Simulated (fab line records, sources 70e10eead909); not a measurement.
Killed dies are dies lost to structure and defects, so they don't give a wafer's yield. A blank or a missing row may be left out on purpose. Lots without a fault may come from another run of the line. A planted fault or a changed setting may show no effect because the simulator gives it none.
fab line records | flow nand_harc
record lots=12 wafers=36 last_day=25
route steps=1159 shown A_STAIRCASE@551 A_M1@1044 A_BONDPAD@1083 END@1159
lots that met no fault: from a run of the same line without faults
start_h: hours from the record's first day to the start of the lot's first wafer shown | wait_h: hours since the lot's step before | " the same as in the row above | L1.1+2: a row that stands for several wafers | - no value, or no start given | * or withheld: withheld | < > ~ a bound
route shown NAME@n: a module of which the file shows steps, and the number in the route of the first | usual: mean/standard deviation of fault-free wafers | same: alike in all rows | chamber/n: place in a boat | sites: the reading at each site | _std_site: their standard deviation | _edge_site: outer sites' mean less inner sites' | radius_mm: how far each site lies from the wafer's centre | mask NAME#n: copy n | behind: the tool/chamber that last shaped the wafer | hold: why the lot was held/for how many hours/how that ended | device: the transistor (n, p or np) that didn't switch | end of line: the same wafers' tests at the end of the route | a step without rows: its recipe alone | killed: dies lost to structure and defects at the first sort, not the wafer's yield | map: a wafer's dies, x killed, . not, _ none there
set.NAME: the setting as run; set.NAME@STEP: as run at that earlier step | model.NAME: the simulator's own value behind a step, which no gauge read
steps of the route over a sample of lots; a table a step, a row a wafer
services: from which hour (start_h, from the record's first day; less than 0 if before it) a tool's chamber was out of use, for how many hours, and why
## steps
# step NHARC_A_STAIRCASE_ETCH_15
# recipe target_depth_a=1000 time_s=40.5 ion_energy_ev=400 c4f8_flow_sccm=20 o2_flow_sccm=10 ar_flow_sccm=withheld rf_w=600 bias_w=1000 chemistry=C4F8/O2
# usual oes_product_au=0.940/0.012 rf_fwd_power_W=591.2/2.9 rf_vpp_V=898/4.1
# same time_s=40.5
# columns lot.wafer tool chamber start_h wait_h oes_product_au rf_fwd_power_W rf_hours_counter_h rf_vpp_V
L183.1 rie_diel-04 2 246.04 - 0.934 593.6 48 898
L183.5 " 3 " " 0.934 584.5 - 895
L183.6 " 0 " " 0.950 593.2 - 897
L182.1 rie_diel-12 3 252.89 - 0.945 592.1 12 903
L182.2 " 1 " " 0.948 595.8 13 894
L182.4 " 2 " " 0.931 591.9 - 905
L185.4 rie_diel-04 2 262.47 - 0.923 595.1 54 896
L185.3 " 1 " " 0.927 592.4 55 900
L185.5 " 3 " " 0.925 586.9 - 895
L188.2 rie_diel-08 3 272.45 - 0.952 590.9 51 900
L188.4 " 0 " " 0.967 587.7 51 895
L188.3 " 1 " " 0.951 589.4 46 902
L195.3 rie_diel-12 2 316.14 - 0.938 593.0 36 904
L195.5 " 3 " " 0.937 587.9 - 902
L195.6 " 0 " " 0.936 589.9 - 892
L196.3 rie_diel-08 3 329.08 - 0.927 593.8 8 901
L196.1 " 1 " " 0.942 587.1 9 902
L196.6 " 0 " " 0.939 585.9 - 894
L199.4 rie_diel-04 3 336.41 - 0.959 591.3 13 896
L199.2 " 0 " " 0.944 594.5 13 897
L199.5 " 3 " " 0.964 590.6 - 894
L198.3 rie_diel-08 2 343.80 - 0.936 591.8 8 903
L198.1 " 3 " " 0.937 593.3 14 900
L198.4 " 3 " " 0.934 591.1 - 899
L202.1 rie_diel-12 1 360.24 - 0.930 592.1 54 893
L202.4 " 2 " " 0.939 591.7 54 903
L202.2 " 0 " " 0.941 590.1 50 892
L201.3 rie_diel-04 2 362.72 - 0.952 595.1 20 898
L201.4 " 0 " " 0.930 592.8 25 896
L201.5 " 3 " " 0.961 588.9 - 895
L204.1 rie_diel-12 1 375.17 - 0.925 594.1 58 892
L204.6 " 3 " " 0.931 590.4 - 903
L204.5 " 0 " " 0.950 592.3 - 893
L203.3 rie_diel-04 1 375.43 - 0.943 592.9 25 895
L203.5 " 3 " " 0.960 590.7 - 896
L203.6 " 0 " " 0.924 592.1 - 897
# step NHARC_A_M1_ETCH_28
# recipe target_depth_a=300 over_etch_frac=0.3 time_s=72.99 ion_energy_ev=150 cf4_flow_sccm=50 n2_flow_sccm=100 ar_flow_sccm=150 rf_w=300 bias_w=100 chemistry=CF4/N2
# usual drypump_motor_current_A=5.6/0.42 oes_product_au=1.001/0.011 rf_fwd_power_W=297.4/1.3 rf_vpp_V=315.2/2.1 showerhead_plenum_p_Torr=2.69/0.11 throttle_valve_pct=19.795/0.0087
# same time_s=72.99
# columns lot.wafer tool chamber start_h wait_h drypump_motor_current_A oes_product_au rf_fwd_power_W rf_hours_counter_h rf_vpp_V showerhead_plenum_p_Torr throttle_valve_pct
L183.1 rie_diel-05 1 - - 5.3 1.013 296.6 7 313.0 2.52 19.794
L183.5 " 2 " " 5.1 0.985 296.8 - 315.6 2.79 19.808
L183.6 " 3 " " 5.2 0.999 295.8 - 316.8 2.76 19.795
L182.1 rie_diel-09 3 - - 6.0 1.012 298.5 4 315.1 2.57 19.796
L182.2 " 0 " " 5.7 1.012 297.3 4 319.3 2.82 19.781
L182.4 " 2 " " 6.5 0.996 294.8 4 316.6 2.81 19.791
L185.3 rie_diel-05 1 - - 5.3 1.020 298.8 9 311.9 2.52 19.790
L185.4 " 3 " " 5.1 1.008 295.5 8 316.9 2.76 19.796
L185.5 " 2 " " 5.1 0.988 297.2 - 316.1 2.79 19.796
L188.2 rie_diel-10 0 - - 6.3 1.008 297.7 1 316.3 2.76 19.807
L188.3 " 1 " " 5.9 1.005 298.4 1 310.3 2.48 19.781
L188.4 " 2 " " 5.3 1.004 299.6 2 314.3 2.67 19.777
L195.3 rie_diel-10 2 - - 5.3 1.004 298.8 3 315.3 2.67 19.792
L195.5 " 0 " " 6.3 1.017 297.2 - 315.8 2.76 19.789
L195.6 " 1 " " 5.9 0.990 298.6 - 310.8 2.47 19.786
L196.1 rie_diel-05 0 - - 5.5 1.010 296.8 13 315.9 2.68 19.798
L196.3 " 2 " " 5.1 0.995 297.7 15 316.7 2.78 19.803
L196.6 " 3 " " 5.1 0.998 294.9 - 316.6 2.76 19.794
L198.3 rie_diel-09 3 - - 6.0 0.986 297.3 2 312.8 2.57 19.783
L198.4 " 1 " " 5.2 0.992 296.9 1 317.0 2.78 19.783
L198.1 " 2 " " 6.5 0.973 296.2 1 318.0 2.81 19.799
L199.2 rie_diel-10 2 - - 5.3 1.001 299.0 5 315.0 2.67 19.797
L199.4 " 0 " " 6.3 1.016 297.7 6 317.4 2.76 19.821
L199.5 " 3 " " 6.1 1.003 298.2 - 313.3 2.62 19.792
L201.4 rie_diel-05 3 - - 5.1 1.009 295.3 1 316.8 2.76 19.803
L201.3 " 0 " " 5.5 0.997 297.9 0 315.1 2.68 19.791
L201.5 " 0 " " 5.5 1.005 296.3 - 314.3 2.68 19.796
L203.3 rie_diel-05 0 - - 5.5 1.013 299.0 1 315.3 2.68 19.803
L203.5 " 3 " " 5.1 1.012 294.7 - 317.0 2.76 19.787
L203.6 " 0 " " 5.4 1.015 297.6 - 315.4 2.68 19.796
L202.4 rie_diel-09 1 - - 5.3 0.996 296.9 2 317.0 2.78 19.786
L202.1 " 2 " " 6.5 0.978 297.0 2 318.2 2.81 19.803
L202.2 " 3 " " 6.0 0.992 298.9 3 311.9 2.57 19.778
L204.1 rie_diel-09 0 - - 5.7 0.999 297.1 3 316.5 2.82 19.795
L204.5 " 3 " " 6.0 0.993 298.5 - 312.4 2.57 19.801
L204.6 " 0 " " 5.7 0.993 298.2 - 316.4 2.82 19.794
# step NHARC_A_BONDPAD_PRE_CLEAN_26
# recipe time_s=30 temp_c=280 gas=H2/He
# usual heater_power_w=421/35
# same time_s=30
# columns lot.wafer tool chamber start_h wait_h heater_power_w
L183.1 pvd_sputter-02 - - - 412
L183.6 " - " " 442
L183.5 " - " " 404
L182.2 pvd_sputter-02 - - - 412
L182.4 " - " " 465
L182.1 " - " " 421
L185.3 pvd_sputter-03 - - - 393
L185.4 " - " " 410
L185.5 " - " " 448
L188.2 pvd_sputter-03 - - - 416
L188.3 " - " " 408
L188.4 " - " " 457
L195.3 pvd_sputter-01 - - - 505
L195.5 " - " " 487
L195.6 " - " " 363
L196.1 pvd_sputter-02 - - - 425
L196.3 " - " " 459
L196.6 " - " " 405
L198.4 pvd_sputter-03 - - - 377
L198.3 " - " " 447
L198.1 " - " " 403
L199.2 pvd_sputter-02 - - - 403
L199.4 " - " " 411
L199.5 " - " " 400
L201.3 pvd_sputter-02 - - - 447
L201.4 " - " " 421
L201.5 " - " " 462
L203.3 pvd_sputter-02 - - - 403
L203.5 " - " " 415
L203.6 " - " " 409
L202.4 pvd_sputter-03 - - - 388
L202.1 " - " " 471
L202.2 " - " " 444
L204.1 pvd_sputter-02 - - - 411
L204.5 " - " " 453
L204.6 " - " " 435
# step NHARC_A_BONDPAD_CMP_19
# recipe t_overpolish_s=30 cu_recess_touch_s=16 target_thk_nm=169.8
# usual motor_current_A=12.6/1.1 overpolish_run_s=30.001/0.0086 slurry_filter_dp_kPa=13.51/0.13 slurry_flow_ml_min=150.0/0.46
# columns lot.wafer tool chamber start_h wait_h motor_current_A overpolish_run_s slurry_filter_dp_kPa slurry_flow_ml_min
L183.1 cmp-01 2 416.16 - 11.0 29.993 13.41 151.0
L183.6 " 3 " " 11.2 30.007 13.43 149.5
L183.5 " 0 " " 14.7 29.993 13.73 149.8
L182.1 cmp-02 0 416.94 - 11.8 29.996 13.62 150.7
L182.2 " 1 " " 14.1 30.007 13.77 149.8
L182.4 " 2 " " 11.5 30.008 13.36 150.5
L185.4 cmp-03 0 442.19 - 12.5 30.007 13.37 150.8
L185.3 " 1 " " 12.0 29.996 13.49 149.5
L185.5 " 0 " " 11.8 30.001 13.46 150.0
L188.4 cmp-02 1 456.85 - 13.6 30.006 13.54 149.9
L188.3 " 2 " " 12.3 29.987 13.55 149.3
L188.2 " 0 " " 12.4 30.004 13.51 149.8
L195.3 cmp-03 0 481.98 - 12.6 29.994 13.75 149.4
L195.6 " 3 " " 13.4 30.002 13.52 150.3
L195.5 " 0 " " 12.4 29.998 13.57 150.0
L196.1 cmp-03 1 501.53 - 13.1 29.981 13.64 149.9
L196.3 " 3 " " 13.6 30.007 13.32 149.9
L196.6 " 1 " " 12.2 29.993 13.31 150.1
L198.3 cmp-01 0 507.77 - 14.5 30.008 13.37 150.3
L198.4 " 1 " " 11.7 30.014 13.52 150.3
L198.1 " 2 " " 10.6 29.995 13.48 150.3
L199.2 cmp-01 0 516.90 - 14.8 30.001 13.52 150.1
L199.4 " 3 " " 11.5 30.003 13.83 151.1
L199.5 " 1 " " 11.6 30.009 13.59 150.5
L201.4 cmp-03 0 542.87 - 12.1 29.992 13.54 150.0
L201.3 " 1 " " 12.1 30.000 13.46 150.2
L201.5 " 2 " " 12.9 29.993 13.64 150.8
L203.3 cmp-01 3 553.45 - 11.0 29.997 13.34 150.0
L203.5 " 0 " " 14.5 30.024 13.14 150.4
L203.6 " 1 " " 12.1 30.000 13.47 150.4
L202.2 cmp-02 0 554.01 - 12.2 29.990 13.35 149.5
L202.1 " 1 " " 14.3 30.003 13.49 150.5
L202.4 " 3 " " 11.3 30.015 13.34 150.4
L204.1 cmp-03 3 554.63 - 14.0 29.997 13.68 150.0
L204.6 " 2 " " 12.6 29.996 13.51 149.9
L204.5 " 3 " " 13.7 29.988 13.68 149.7
# step NHARC_END_SORT_01
# recipe temp_c=25
# usual killed_at_array=28/8.6 killed_at_other=0.7/1.2 killed_at_periphery=3.1/2.3 killed_dies=32/8.7 killed_open=3.2/1.7 killed_short=2.0/1.5
# same gross_dies=677
# columns lot.wafer tool chamber start_h wait_h killed_at_array killed_at_other killed_at_periphery killed_dies killed_open killed_short
L196.1 prober-01 0 530.02 2.5 105 3 5 113 2 2
L196.3 prober-01 0 531.59 3.0 121 4 2 127 3 1
L196.6 prober-01 0 533.93 3.9 118 3 4 125 5 5
L198.1 prober-01 0 541.32 2.5 115 1 4 120 3 6
L198.3 prober-01 0 542.94 3.1 116 1 1 118 1 2
L198.4 prober-01 0 543.74 3.4 113 0 1 114 2 1
# killed by level:class
L196.1 A_STAIRCASE:unspecified=75 A_CHANNEL_HOLE_D1:chamber_film_flake=23 A_CONTACT:chamber_film_flake=4 THIN_TSV:chamber_film_flake=3 P_CONTACT:chamber_film_flake=2 P_GATE:geometric_particle:short=1 A_CHANNEL_FILL_D1:geometric_particle:short=1 A_SGD_CUT:geometric_particle:open=1
L196.3 A_STAIRCASE:unspecified=101 A_CHANNEL_HOLE_D1:chamber_film_flake=12 A_CONTACT:chamber_film_flake=4 THIN_TSV:chamber_film_flake=3 P_CONTACT:chamber_film_flake=2 A_ONON_D1:geometric_particle:open=1 A_CONTACT:geometric_particle:open=1 A_BLC:geometric_particle:short=1
L196.6 A_STAIRCASE:unspecified=92 A_CHANNEL_HOLE_D1:chamber_film_flake=9 A_CONTACT:chamber_film_flake=9 A_CONTACT:geometric_particle:short=3 THIN_TSV:chamber_film_flake=3 P_M0:geometric_particle:open=2 P_CONTACT:chamber_film_flake=2 A_SOURCE_PLATE:geometric_particle:short=1
L198.1 A_STAIRCASE:unspecified=99 A_CONTACT:chamber_film_flake=5 A_SLIT:chamber_film_flake=4 A_STAIRCASE:chamber_film_flake=2 P_GATE:geometric_particle:short=1 P_CONTACT:geometric_particle:open=1 P_CONTACT:geometric_particle:short=1 P_M0:geometric_particle:short=1
L198.3 A_STAIRCASE:unspecified=98 A_SLIT:chamber_film_flake=12 A_STAIRCASE:chamber_film_flake=3 A_CHANNEL_HOLE_D1:chamber_film_flake=2 P_M0:geometric_particle:short=1 A_CONTACT:geometric_particle:open=1 STARTING-WAFER:geometric_particle:short=1
L198.4 A_STAIRCASE:unspecified=103 A_STAIRCASE:chamber_film_flake=3 A_CONTACT:chamber_film_flake=2 P_CONTACT:geometric_particle:open=1 A_WL_FILL:geometric_particle:short=1 A_CONTACT:geometric_particle:open=1 A_ZERO_WELL:chamber_film_flake=1 A_SLIT:chamber_film_flake=1
## services
# columns tool chamber start_h hours kind
rie_diel-05 0 223.26 7.7 repair
cmp-03 - 232.78 0.8 repair
rie_diel-12 1 235.84 2.4 repair
rie_diel-12 0 245.72 8.6 repair
cmp-03 - 254.13 4.0 pm
rie_diel-04 - 288.92 9.0 pm
cmp-03 - 314.95 2.6 repair
rie_diel-05 - 340.60 9.0 pm
cmp-03 - 352.13 4.0 pm
cmp-03 - 373.34 1.2 repair
rie_diel-05 3 378.93 7.5 repair
cmp-03 - 383.36 6.5 repair
pvd_sputter-02 - 388.15 2.2 repair
pvd_sputter-02 - 392.00 10.0 pm
rie_diel-05 0 395.82 8.7 repair
cmp-03 - 427.81 0.9 repair
cmp-03 - 450.13 4.0 pm
rie_diel-04 - 466.05 9.0 pm
rie_diel-04 - 476.57 1.2 repair
rie_diel-04 2 516.64 13.8 repair
rie_diel-05 - 517.60 9.0 pm
cmp-03 - 522.23 3.7 repair
rie_diel-05 0 528.34 4.5 repair
cmp-03 - 548.13 4.0 pm
## key
first_sign step=NHARC_END_SORT_01 reading=killed_at_array direction=up sigmas=10 usual=28 struck=115
effect step=NHARC_END_SORT_01 reading=killed_dies direction=up sigmas=10 usual=32 struck=120
more_kills_born_at NHARC_A_STAIRCASE_ETCH_15@rie_diel-08=568
met_at NHARC_A_STAIRCASE_ETCH_15
struck_lots L196,L198
tester_left_out L196,L198
not_acting_at NHARC_A_M1_ETCH_28,NHARC_A_BONDPAD_PRE_CLEAN_26,NHARC_A_BONDPAD_CMP_19
onset_between 272.45 329.08
fault kind=chamber_particle_source tool=rie_diel-08 chamber=- onset_h=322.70 steps=NHARC_A_STAIRCASE_ETCH_15 rate_per_visit_cm2=1.8303 end_h=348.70
# tester_left_out: of these lots the tester's yield and bins aren't shown, on N5 and GAA mostly nor the transistor test; their killed dies are dies lost to structure and defects alone, not to doping, threshold or leakage, so they don't give the yield
